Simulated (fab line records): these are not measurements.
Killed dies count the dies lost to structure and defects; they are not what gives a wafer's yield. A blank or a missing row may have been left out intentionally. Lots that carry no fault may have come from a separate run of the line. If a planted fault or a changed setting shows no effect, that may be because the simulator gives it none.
Which tool did it? + flow n5Finfet + 27 wafers from 10 lots sampled at 4 of the route's 1938 steps

## WHAT EACH GAUGE READ, for each wafer
N5_STI_FIN_REVEAL_FIN_H_MEAS_10.
| lot  | measured    | on     | trenchDepthNm (nm) |
|------|-------------|--------|--------------------|
| L352 | day 2 19:07 | ocd-02 | 50.9 50.3          |
| L356 | day 3 18:33 | ocd-02 | 50.9 51.7 51.9     |
| L357 | day 4 03:14 | ocd-02 | 51.9 52.5 51.4     |
| L359 | day 4 12:11 | ocd-02 | 50.4 51.3 50.6     |
| L362 | day 5 09:53 | ocd-01 | 50.7 51.0 51.3     |
| L363 | day 5 14:46 | ocd-01 | 53.0 50.9 51.3     |
| L367 | day 6 12:44 | ocd-01 | 50.5 51.1 51.1     |
| L370 | day 7 07:50 | ocd-01 | 51.8 79.8 51.1     |
| L372 | day 7 18:37 | ocd-02 | 50.3 78.1          |
| L373 | day 8 00:58 | ocd-02 | 52.5 79.3          |

## EACH LOT AND THE TOOL THAT RAN IT (in order: tool; ch and the chambers of the sampled wafers; start)
| lot  | N5_STI_FIN_REVEAL_ALD_00        | N5_STI_FIN_REVEAL_ETCHBACK_08    | N5_STI_FIN_REVEAL_RECESS_09      |
|------|---------------------------------|----------------------------------|----------------------------------|
| L352 | aldSin-01 ch 0,2, day 2 10:32   | rieDiel-03 ch 2,3, day 2 16:10   | vaporEtch-01 ch 0,1, day 2 16:25 |
| L356 | aldSin-01 ch 1,2, day 3 09:47   | rieDiel-03 ch 1,2,3, day 3 15:26 | vaporEtch-01 ch 0,1, day 3 16:11 |
| L357 | aldSin-04 ch 0,1,3, day 3 18:05 | rieDiel-04 ch 1,3, day 4 00:14   | vaporEtch-02 ch 0,1, day 4 00:29 |
| L359 | aldSin-03 ch 2,3, day 4 03:36   | rieDiel-03 ch 1,2, day 4 09:14   | vaporEtch-01 ch 0,1, day 4 10:01 |
| L362 | aldSin-01 ch 0,1,3, day 5 00:29 | rieDiel-03 ch 1,2, day 5 06:13   | vaporEtch-01 ch 0,1, day 5 06:28 |
| L363 | aldSin-01 ch 0,2,3, day 5 06:08 | rieDiel-03 ch 0,1,2, day 5 11:47 | vaporEtch-02 ch 0,1, day 5 12:02 |
| L367 | aldSin-03 ch 1,2,3, day 6 03:32 | rieDiel-04 ch 2,3, day 6 09:47   | vaporEtch-02 ch 0,1, day 6 10:34 |
| L370 | aldSin-03 ch 0,1,3, day 6 23:16 | rieDiel-03 ch 0,2, day 7 04:53   | vaporEtch-02 ch 0,1, day 7 05:08 |
| L372 | aldSin-04 ch 0,3, day 7 09:59   | rieDiel-03 ch 0,3, day 7 15:39   | vaporEtch-02 ch 1, day 7 15:54   |
| L373 | aldSin-03 ch 1,2, day 7 16:17   | rieDiel-04 ch 0,3, day 7 22:01   | vaporEtch-02 ch 0, day 7 22:16   |
- N5_STI_FIN_REVEAL_ALD_00: deposits SiO2, target thk 1 nm, pulse time 1 s.
- N5_STI_FIN_REVEAL_ETCHBACK_08: etches SiO2 in C4F6/O2, target depth 30.5 nm, time 10.167 s.
- N5_STI_FIN_REVEAL_RECESS_09: chemistry HF/NH3, target SiO2, afs cycles 11, target depth 42.5 nm, sublimation time 60 s.

## THE ANSWER, worked out from the rows above alone
Rule: the lots themselves supply what counts as usual. Put in order of their means at a reading, lots are off if they are a third of the lots or fewer, leave a main group of 4 or more, and stand apart from it by a gap of 3 or more times the standard deviation of the main group's means; of several such gaps the widest counts. A main group is skipped when, at the precision printed for the reading in the tables above, its means are all equal. Also off: a lot with no number at a reading for which 4 or more lots have one. The other lots that the step has rows for count as sound.
Off at N5_STI_FIN_REVEAL_FIN_H_MEAS_10 (trenchDepthNm): L370, L372, L373. Mean 51.2 nm and standard deviation 0.48 in the main group.
If a tool, at a process step before that reading, ran all the lots that are off and no sound lot after the first of them, it fits. The gauges at N5_STI_FIN_REVEAL_FIN_H_MEAS_10 are tried like those tools. One fits: N5_STI_FIN_REVEAL_RECESS_09 on vaporEtch-02. Its last sound lot is L367 (day 6 10:34), its first lot that is off L370 (day 7 05:08): a fault that began between those two fits.

## WHAT THE SIMULATOR PUT IN
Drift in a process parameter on vaporEtch-02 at N5_STI_FIN_REVEAL_RECESS_09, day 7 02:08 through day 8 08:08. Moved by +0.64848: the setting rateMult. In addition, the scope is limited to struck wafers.
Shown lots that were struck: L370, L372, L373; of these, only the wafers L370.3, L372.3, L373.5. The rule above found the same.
